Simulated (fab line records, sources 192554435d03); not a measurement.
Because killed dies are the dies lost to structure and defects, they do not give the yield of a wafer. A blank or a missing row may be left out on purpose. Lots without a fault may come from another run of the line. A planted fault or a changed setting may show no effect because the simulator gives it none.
Matching of chambers :: flow n5 finfet :: N5_MOL_CONTACT_COAG_ETCHBACK_136 on rie diel-05: 4 sister chambers
The step etches SiO2 in CHF3, target depth 25 nm, time 16.7 s. 14 wafers are shown with their chamber, then 7 later ones without.

## EACH WAFER AND ITS CHAMBER
wafer: L076.1
chamber: 0
showerhead plenum p Torr (Torr): 2.50
rf vpp V (V): 525
throttle valve pct (%): 18.41

wafer: L076.2
chamber: 1
showerhead plenum p Torr (Torr): 2.34
rf vpp V (V): 524
throttle valve pct (%): 18.89

wafer: L076.4
chamber: 3
showerhead plenum p Torr (Torr): 2.37
rf vpp V (V): 540
throttle valve pct (%): 18.54

wafer: L075.3
chamber: 1
showerhead plenum p Torr (Torr): 2.34
rf vpp V (V): 524
throttle valve pct (%): 18.91

wafer: L075.4
chamber: 3
showerhead plenum p Torr (Torr): 2.37
rf vpp V (V): 539
throttle valve pct (%): 18.53

wafer: L075.5
chamber: 1
showerhead plenum p Torr (Torr): 2.34
rf vpp V (V): 525
throttle valve pct (%): 18.91

wafer: L078.3
chamber: 0
showerhead plenum p Torr (Torr): 2.50
rf vpp V (V): 526
throttle valve pct (%): 18.40

wafer: L078.5
chamber: 0
showerhead plenum p Torr (Torr): 2.50
rf vpp V (V): 525
throttle valve pct (%): 18.42

wafer: L078.6
chamber: 1
showerhead plenum p Torr (Torr): 2.34
rf vpp V (V): 522
throttle valve pct (%): 18.91

wafer: L080.1
chamber: 0
showerhead plenum p Torr (Torr): 2.49
rf vpp V (V): 526
throttle valve pct (%): 18.43

wafer: L080.2
chamber: 2
showerhead plenum p Torr (Torr): 2.47
rf vpp V (V): 518
throttle valve pct (%): 18.38

wafer: L080.4
chamber: 3
showerhead plenum p Torr (Torr): 2.36
rf vpp V (V): 540
throttle valve pct (%): 18.57

wafer: L089.3
chamber: 1
showerhead plenum p Torr (Torr): 2.33
rf vpp V (V): 524
throttle valve pct (%): 18.53

wafer: L089.5
chamber: 1
showerhead plenum p Torr (Torr): 2.33
rf vpp V (V): 523
throttle valve pct (%): 18.51

SIGNATURES (means of the wafers above)
reading: showerhead plenum p Torr
chamber 0: 2.4975
chamber 1: 2.3367
chamber 2: 2.4700
chamber 3: 2.3667
scatter within a chamber: 0.00524

reading: rf vpp V
chamber 0: 525.50
chamber 1: 523.67
chamber 2: 518.00
chamber 3: 539.67
scatter within a chamber: 0.837

reading: throttle valve pct
chamber 0: 18.4150
chamber 1: 18.7767
chamber 2: 18.3800
chamber 3: 18.5467
scatter within a chamber: 0.141
Rule: for a wafer and a chamber, the distance is found by dividing, reading by reading, the gap between the wafer's reading and the chamber's mean by the reading's scatter, squaring, summing and taking the root. If the next closest chamber is less than 2 further off than the closest, the wafer can't be placed; otherwise it belongs to the closest. How the scatter is found: for the shown wafers, subtract from each reading the mean of its chamber, square and add these, divide the total by (wafers less chambers), then take the root.

## WAFERS WITH NO CHAMBER GIVEN
wafer: L089.6
showerhead plenum p Torr (Torr): 2.49
rf vpp V (V): 526
throttle valve pct (%): 18.48

wafer: L090.3
showerhead plenum p Torr (Torr): 2.46
rf vpp V (V): 518
throttle valve pct (%): 18.42

wafer: L090.4
showerhead plenum p Torr (Torr): 2.33
rf vpp V (V): 523
throttle valve pct (%): 18.50

wafer: L090.6
showerhead plenum p Torr (Torr): 2.46
rf vpp V (V): 518
throttle valve pct (%): 18.42

wafer: L096.3
showerhead plenum p Torr (Torr): 2.33
rf vpp V (V): 523
throttle valve pct (%): 18.52

wafer: L096.5
showerhead plenum p Torr (Torr): 2.48
rf vpp V (V): 526
throttle valve pct (%): 18.50

wafer: L096.6
showerhead plenum p Torr (Torr): 2.35
rf vpp V (V): 538
throttle valve pct (%): 18.62

## CHAMBER TAKEN BY EACH
wafer: L089.6
from the rows above: 0
in truth: 0

wafer: L090.3
from the rows above: 2
in truth: 2

wafer: L090.4
from the rows above: 1
in truth: 1

wafer: L090.6
from the rows above: 2
in truth: 2

wafer: L096.3
from the rows above: 1
in truth: 1

wafer: L096.5
from the rows above: 0
in truth: 0

wafer: L096.6
from the rows above: 3
in truth: 3
Correct placement for 7 of the 7. Number that these rows cannot place: 0. 0 placed wrongly.
